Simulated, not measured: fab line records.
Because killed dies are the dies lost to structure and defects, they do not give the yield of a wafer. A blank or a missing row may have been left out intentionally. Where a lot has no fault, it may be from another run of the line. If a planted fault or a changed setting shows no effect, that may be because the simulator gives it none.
fab line records -- flow nand_harc
record lots=7, wafers=19, last_day=33
route steps=1302 shown A_CHANNEL_FILL_D2@616 END@1302
lots that met no fault: from a run of the same line without faults
start_h: start of the lot's first displayed wafer, in hours after the record's first day -- wait_h: how many hours have passed since the lot's step before this one -- " unchanged from the row above -- L1.1+2: a row that stands for several wafers -- - either no value or no given start -- * or withheld: withheld -- < > ~ a bound
route shown NAME@n: NAME is a module with steps in the file, n the number in the route of the first one -- usual: mean and standard deviation over wafers with no fault -- same: alike in all rows -- chamber/n: place in a boat -- sites: per-site readings -- _std_site: their standard deviation -- _edge_site: inner sites' mean taken away from outer sites' mean -- radius_mm: how far each site lies from the wafer's centre -- mask NAME#n: copy n -- behind: the most recent tool/chamber to have shaped the wafer -- hold: why the lot was held/for how many hours/how that ended -- device: names the non-switching transistor (n, p or np) -- end of line: at the end of the route, the tests of the same wafers -- where a step has no rows: the recipe by itself -- killed: the dies lost at the first sort to structure and to defects; this is not the yield of the wafer -- map: the dies of a wafer, with x for killed, . for not killed, _ for no die there
set.NAME: the run value of the setting; set.NAME@STEP: its run value at that earlier step -- model.NAME: the simulator's own value behind a step, which no gauge read
lots at selected steps of the route; one table per step, one row per wafer
services: a tool's chamber out of use, with start hour (start_h, from the record's first day; less than 0 if before it), hours out, and reason
## steps
# step NHARC_A_CHANNEL_FILL_D2_ALD_16
# recipe target_thk_a=15, pulse_time_s=10, ald_cycles=15, temp_c=300, material=SiO2
# usual heater_power_w=454/54, precursor_pulse_height_rel=0.999/0.019, susceptor_temp_C=299.99/0.18
# same ald_cycles=15
lot.wafer,tool,chamber,start_h,wait_h,heater_power_w,precursor_pulse_height_rel,susceptor_temp_C
L844.3,ald_hk-02,3,348.51,0.0,439,1.013,300.12
L844.2,ald_hk-02,2,348.51,0.0,437,0.999,299.61
L844.5,ald_hk-02,0,348.51,0.0,390,1.002,299.96
L847.4,ald_hk-04,2,368.84,0.1,530,1.008,299.63
L847.1,ald_hk-04,3,368.84,0.1,427,1.052,300.06
L847.5,ald_hk-04,2,368.84,0.1,522,1.014,299.94
L853.4,ald_hk-04,1,429.02,0.1,483,0.995,300.08
L853.6,ald_hk-04,0,429.02,0.1,527,1.015,300.16
L854.4,ald_hk-02,2,437.47,0.6,417,1.014,300.12
L854.5,ald_hk-02,3,437.47,0.6,443,0.971,299.77
L856.4,ald_hk-02,2,449.84,0.7,403,1.011,299.90
L856.1,ald_hk-02,0,449.84,0.7,394,0.977,300.03
L856.5,ald_hk-02,2,449.84,0.7,415,0.983,299.76
L860.2,ald_hk-04,1,480.23,0.0,484,0.990,300.00
L860.3,ald_hk-04,2,480.23,0.0,507,0.985,299.90
L860.6,ald_hk-04,2,480.23,0.0,490,1.019,299.49
L864.4,ald_hk-04,3,528.63,0.0,428,1.011,299.79
L864.2,ald_hk-04,1,528.63,0.0,462,0.983,300.12
L864.6,ald_hk-04,0,528.63,0.0,544,0.988,300.30
# step NHARC_A_CHANNEL_FILL_D2_ANNEAL_17
# recipe temp_c=850, time_s=1800
# step NHARC_A_CHANNEL_FILL_D2_CVD_18
# recipe target_thk_a=30, temp_c=550, material=poly-Si
# step NHARC_A_CHANNEL_FILL_D2_ETCHBACK_19
# recipe target_depth_a=50, time_s=1.7, hbr_flow_sccm=150, cl2_flow_sccm=50, rf_w=400, icp_w=400, bias_w=100, chemistry=HBr/Cl2
# usual drypump_motor_current_A=5.9/0.5, oes_product_au=1.004/0.01, throttle_valve_pct=26.406/0.0097
lot.wafer,tool,chamber,start_h,wait_h,drypump_motor_current_A,oes_product_au,rf_hours_counter_h,throttle_valve_pct
L844.3,rie_si-04,1,361.00,0.4,5.6,1.006,0.0,26.394
L844.2,rie_si-04,2,361.00,0.4,6.6,1.017,0.0,26.409
L844.5,rie_si-04,2,361.00,0.4,6.7,1.011,-,26.405
L847.4,rie_si-04,1,381.83,0.4,5.6,1.010,0.2,26.406
L847.1,rie_si-04,2,381.83,0.4,6.6,1.012,0.2,26.405
L847.5,rie_si-04,0,381.83,0.4,5.7,0.998,-,26.416
L853.4,rie_si-04,3,440.76,0.4,6.7,1.011,0.5,26.393
L853.6,rie_si-04,1,440.76,0.4,5.6,0.996,-,26.399
L854.4,rie_si-03,0,450.03,0.4,6.5,1.001,0.2,26.424
L854.5,rie_si-03,1,450.03,0.4,5.8,1.023,-,26.387
L856.1,rie_si-03,3,462.12,0.4,5.6,1.004,0.4,26.408
L856.4,rie_si-03,1,462.12,0.4,5.8,1.035,0.4,26.408
L856.5,rie_si-03,3,462.12,0.4,5.6,1.012,-,26.416
L860.3,rie_si-03,2,492.74,0.4,5.1,1.014,0.4,26.390
L860.2,rie_si-03,3,492.74,0.4,5.6,0.995,0.5,26.409
L860.6,rie_si-03,2,492.74,0.4,5.1,1.006,-,26.406
L864.2,rie_si-03,1,541.48,0.4,5.8,1.019,0.9,26.406
L864.4,rie_si-03,3,541.48,0.4,5.6,0.988,0.8,26.397
L864.6,rie_si-03,1,541.48,0.4,5.8,1.028,-,26.403
# step NHARC_A_CHANNEL_FILL_D2_ETCHBACK_20
# recipe target_depth_a=270, time_s=13.5, c4f8_flow_sccm=withheld, o2_flow_sccm=8, ar_flow_sccm=withheld, rf_w=600, bias_w=1500, chemistry=C4F8/O2/Ar
# usual oes_product_au=0.982/0.029, rf_vpp_V=975/4, run_length_s=34.6/0.36
lot.wafer,tool,chamber,start_h,wait_h,oes_product_au,rf_hours_counter_h,rf_vpp_V,run_length_s
L844.2,rie_diel-12,0,361.16,-,0.994,3,980,34.7
L844.3,rie_diel-12,3,361.16,-,0.980,3,970,34.1
L844.5,rie_diel-12,1,361.16,-,0.997,-,968,34.5
L847.1,rie_diel-12,0,381.95,-,0.985,3,980,35.2
L847.4,rie_diel-12,1,381.95,-,0.994,4,970,35.0
L847.5,rie_diel-12,3,381.95,-,0.991,-,971,33.8
L853.4,rie_diel-12,3,440.86,-,0.991,5,969,33.8
L853.6,rie_diel-12,0,440.86,-,0.984,-,979,34.8
L854.4,rie_diel-11,3,450.17,-,1.004,1,977,34.7
L854.5,rie_diel-11,2,450.17,-,0.990,-,976,34.9
L856.1,rie_diel-12,0,462.26,-,0.992,0,979,34.6
L856.5,rie_diel-12,1,462.26,-,1.030,-,971,34.4
L856.4,rie_diel-12,2,462.26,-,0.993,-,969,34.3
L860.3,rie_diel-11,3,492.87,-,0.981,2,977,34.6
L860.2,rie_diel-11,0,492.87,-,0.974,2,974,34.9
L860.6,rie_diel-11,2,492.87,-,0.984,-,976,34.8
L864.2,rie_diel-11,3,541.62,-,0.929,4,978,34.8
L864.4,rie_diel-11,1,541.62,-,0.926,4,975,35.0
L864.6,rie_diel-11,3,541.62,-,0.932,-,976,34.5
# step NHARC_A_CHANNEL_FILL_D2_STRIP_28
# recipe time_s=20, o2_flow_sccm=500, ar_flow_sccm=0, bias_w=0, chemistry=O2
# step NHARC_A_CHANNEL_FILL_D2_PRECLEAN_21
# recipe time_s=30, chemistry=dHF
# step NHARC_A_CHANNEL_FILL_D2_SRD_23
# step NHARC_A_CHANNEL_FILL_D2_CVD_05
# recipe target_thk_a=50, temp_c=550, material=poly-Si
# step NHARC_A_CHANNEL_FILL_D2_ANNEAL_22
# recipe temp_c=620, time_s=7200
# step NHARC_A_CHANNEL_FILL_D2_ALD_25
# recipe target_thk_a=600, pulse_time_s=10, ald_cycles=600, temp_c=300, material=SiOx
# usual heater_power_w=451/55, precursor_pulse_height_rel=1.001/0.018, susceptor_temp_C=300.00/0.2
# same ald_cycles=600
lot.wafer,tool,chamber,start_h,wait_h,heater_power_w,precursor_pulse_height_rel,susceptor_temp_C
L844.3,ald_hk-04,3,374.56,1.3,434,0.983,299.65
L844.2,ald_hk-04,0,375.80,2.5,536,0.975,299.75
L844.5,ald_hk-04,3,379.52,6.3,422,1.005,299.83
L847.4,ald_hk-04,2,393.92,0.1,531,1.000,299.92
L847.1,ald_hk-04,3,393.92,0.1,416,0.999,300.01
L847.5,ald_hk-04,2,396.39,2.5,516,0.986,299.93
L853.4,ald_hk-01,1,453.19,0.1,398,1.020,299.95
L853.6,ald_hk-01,1,455.66,2.5,415,0.987,299.90
L854.4,ald_hk-01,1,463.33,1.9,413,1.041,300.03
L854.5,ald_hk-01,2,463.33,1.9,414,1.010,299.83
L856.4,ald_hk-02,3,475.59,0.7,437,1.012,300.22
L856.1,ald_hk-02,0,475.59,0.7,398,0.995,300.19
L856.5,ald_hk-02,2,477.41,2.5,412,0.964,300.34
L860.3,ald_hk-04,1,504.84,0.1,470,0.973,299.54
L860.2,ald_hk-04,0,506.67,1.9,559,0.987,300.04
L860.6,ald_hk-04,1,506.67,1.9,464,1.015,299.80
L864.2,ald_hk-04,0,553.50,0.1,550,1.000,300.24
L864.4,ald_hk-04,1,553.50,0.1,472,0.999,299.82
L864.6,ald_hk-04,1,556.53,3.1,466,1.007,299.99
# step NHARC_A_CHANNEL_FILL_D2_ETCHBACK_08
# recipe target_depth_a=2200, time_s=110, c4f8_flow_sccm=20, ar_flow_sccm=withheld, rf_w=600, bias_w=300, chemistry=C4F8
# usual oes_product_au=0.96/0.033, rf_vpp_V=439.1/1.8, run_length_s=131.4/0.4
lot.wafer,tool,chamber,start_h,wait_h,oes_product_au,rf_hours_counter_h,rf_vpp_V,run_length_s
L844.2,rie_diel-11,2,382.65,-,1.00,3,439.3,131.6
L844.3,rie_diel-11,3,382.65,-,1.01,3,439.0,131.0
L844.5,rie_diel-11,0,382.65,-,1.00,-,439.4,131.6
L847.1,rie_diel-11,0,399.51,-,0.98,3,438.3,132.2
L847.4,rie_diel-11,1,399.51,-,0.98,3,439.9,132.0
L847.5,rie_diel-11,3,399.51,-,0.99,-,439.3,131.3
L853.4,rie_diel-11,0,458.79,-,1.00,1,439.8,149.3
L853.6,rie_diel-11,1,458.79,-,0.99,-,441.0,131.5
L854.4,rie_diel-11,0,467.04,-,0.92,1,438.0,148.7
L854.5,rie_diel-11,1,467.04,-,0.91,-,440.3,131.4
L856.4,rie_diel-11,0,480.49,-,1.00,2,437.7,149.3
L856.1,rie_diel-11,2,480.49,-,0.99,2,439.8,148.7
L856.5,rie_diel-11,0,480.49,-,1.01,-,438.3,131.7
L860.3,rie_diel-12,1,510.37,-,0.98,1,437.4,131.1
L860.2,rie_diel-12,3,510.37,-,0.97,1,436.6,130.5
L860.6,rie_diel-12,1,510.37,-,0.98,-,437.9,131.2
L864.2,rie_diel-12,1,559.01,-,0.95,2,437.2,131.7
L864.4,rie_diel-12,3,559.01,-,0.97,2,435.9,130.8
L864.6,rie_diel-12,1,559.01,-,0.97,-,437.5,131.5
# step NHARC_A_CHANNEL_FILL_D2_STRIP_29
# recipe time_s=20, o2_flow_sccm=500, ar_flow_sccm=0, bias_w=0, chemistry=O2
# usual drypump_motor_current_A=5.8/0.43, oes_product_au=0.997/0.0084, rf_vpp_V=57.5/0.88, showerhead_plenum_p_Torr=3.43/0.086, throttle_valve_pct=17.037/0.0096
lot.wafer,tool,chamber,start_h,wait_h,drypump_motor_current_A,oes_product_au,rf_hours_counter_h,rf_vpp_V,showerhead_plenum_p_Torr,throttle_valve_pct
L844.2,rie_diel-11,0,-,-,6.2,0.992,3,57.8,3.43,17.039
L844.3,rie_diel-11,1,-,-,5.9,0.992,3,57.7,3.46,17.042
L844.5,rie_diel-11,2,-,-,6.1,1.000,-,57.3,3.46,17.046
L847.4,rie_diel-11,2,-,-,6.1,0.999,3,59.3,3.46,17.006
L847.1,rie_diel-11,0,-,-,6.3,0.992,3,57.4,3.43,17.027
L847.5,rie_diel-11,3,-,-,6.3,1.004,-,56.9,3.50,17.046
L853.4,rie_diel-11,3,-,-,6.3,1.007,1,57.4,3.50,17.037
L853.6,rie_diel-11,1,-,-,5.9,0.996,-,57.4,3.46,17.030
L854.4,rie_diel-11,3,-,-,6.2,0.999,1,57.6,3.50,17.037
L854.5,rie_diel-11,3,-,-,6.3,0.999,-,56.9,3.50,17.038
L856.4,rie_diel-11,0,-,-,6.3,0.992,2,58.0,3.43,17.028
L856.1,rie_diel-11,1,-,-,5.9,0.990,2,58.6,3.46,17.045
L856.5,rie_diel-11,3,-,-,6.3,0.992,-,57.3,3.50,17.043
L860.3,rie_diel-12,2,-,-,5.7,0.995,1,58.6,3.32,17.044
L860.2,rie_diel-12,3,-,-,5.9,0.997,1,56.5,3.32,17.032
L860.6,rie_diel-12,2,-,-,5.7,0.993,-,57.0,3.32,17.042
L864.4,rie_diel-12,3,-,-,5.9,0.995,2,57.4,3.32,17.036
L864.2,rie_diel-12,1,-,-,5.0,0.999,2,58.4,3.31,17.041
L864.6,rie_diel-12,3,-,-,5.9,1.000,-,56.7,3.32,17.036
# step NHARC_END_SORT_01
# recipe temp_c=25
# usual killed_at_array=59/20, killed_at_other=0.8/1, killed_at_periphery=3.2/2.1, killed_dies=63/21, killed_open=3.0/1.9, killed_short=2.3/1.5
# same gross_dies=677
lot.wafer,tool,chamber,start_h,wait_h,killed_at_array,killed_at_other,killed_at_periphery,killed_dies,killed_open,killed_short
L853.4,prober-01,0,688.25,3.4,70,0,0,70,4,4
L853.6,prober-01,0,689.84,4.0,60,0,5,65,3,1
# killed by level:class
L853.4 A_SLIT:chamber_film_flake=35 A_CONTACT:chamber_film_flake=10 A_CHANNEL_HOLE_D1:chamber_film_flake=7 A_SGD_CUT:chamber_film_flake=5 A_ONON_D1:geometric_particle:open=3 A_STAIRCASE:chamber_film_flake=3 A_M0:geometric_particle:short=2 A_M1:chamber_film_flake=2
L853.6 A_SLIT:chamber_film_flake=33 A_CONTACT:chamber_film_flake=8 A_CHANNEL_HOLE_D1:chamber_film_flake=4 A_STAIRCASE:chamber_film_flake=4 A_CHANNEL_HOLE_D2:chamber_film_flake=3 P_ZERO_WELL:chamber_film_flake=2 P_STI:chamber_film_flake=2 A_WL_FILL:chamber_film_flake=2
## services
tool,chamber,start_h,hours,kind
rie_diel-12,2,325.90,35.5,repair
rie_diel-11,0,326.31,7.6,repair
rie_diel-11,0,338.00,-,clean
rie_diel-11,1,338.00,-,clean
rie_diel-11,2,338.00,-,clean
rie_si-04,-,338.11,0.4,repair
rie_si-04,-,342.00,9.0,pm
rie_diel-12,3,344.48,10.1,repair
rie_si-04,3,360.28,5.3,repair
rie_diel-12,0,363.21,4.3,repair
rie_si-03,2,383.01,2.6,repair
rie_diel-11,2,391.65,5.0,repair
rie_si-03,-,398.00,9.0,pm
rie_diel-11,1,409.65,6.9,repair
rie_si-03,0,415.07,2.5,repair
rie_diel-11,-,432.50,9.0,pm
rie_si-03,2,433.55,12.7,repair
rie_diel-12,-,445.40,9.0,pm
rie_diel-12,3,456.56,6.1,repair
ald_hk-01,-,482.47,10.0,pm
rie_si-03,-,491.87,0.2,repair
rie_si-04,0,492.46,14.8,repair
rie_si-04,-,519.00,9.0,pm
ald_hk-02,-,534.77,10.0,pm
## key
first_sign step=NHARC_A_CHANNEL_FILL_D2_ETCHBACK_08, reading=run_length_s, direction=up, sigmas=45, usual=*, struck=*
effect none on later readings
met_at NHARC_A_CHANNEL_FILL_D2_ETCHBACK_08
struck_wafers L853.4,L854.4,L856.1,L856.4
tester_left_out L853,L854,L856
onset_between 399.51 458.79
fault kind=process_parameter_drift, tool=rie_diel-11, chamber=-, onset_h=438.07, steps=NHARC_A_CHANNEL_FILL_D2_ETCHBACK_08, channel=time_s, offset=*, shape=step, end_h=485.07, scope=struck_wafers_only, acts_in=*, stated=*
# tester_left_out: of these lots the tester's yield and bins aren't shown, on N5 and GAA mostly nor the transistor test; their killed dies are dies lost to structure and defects alone, not to doping, threshold or leakage, so they don't give the yield
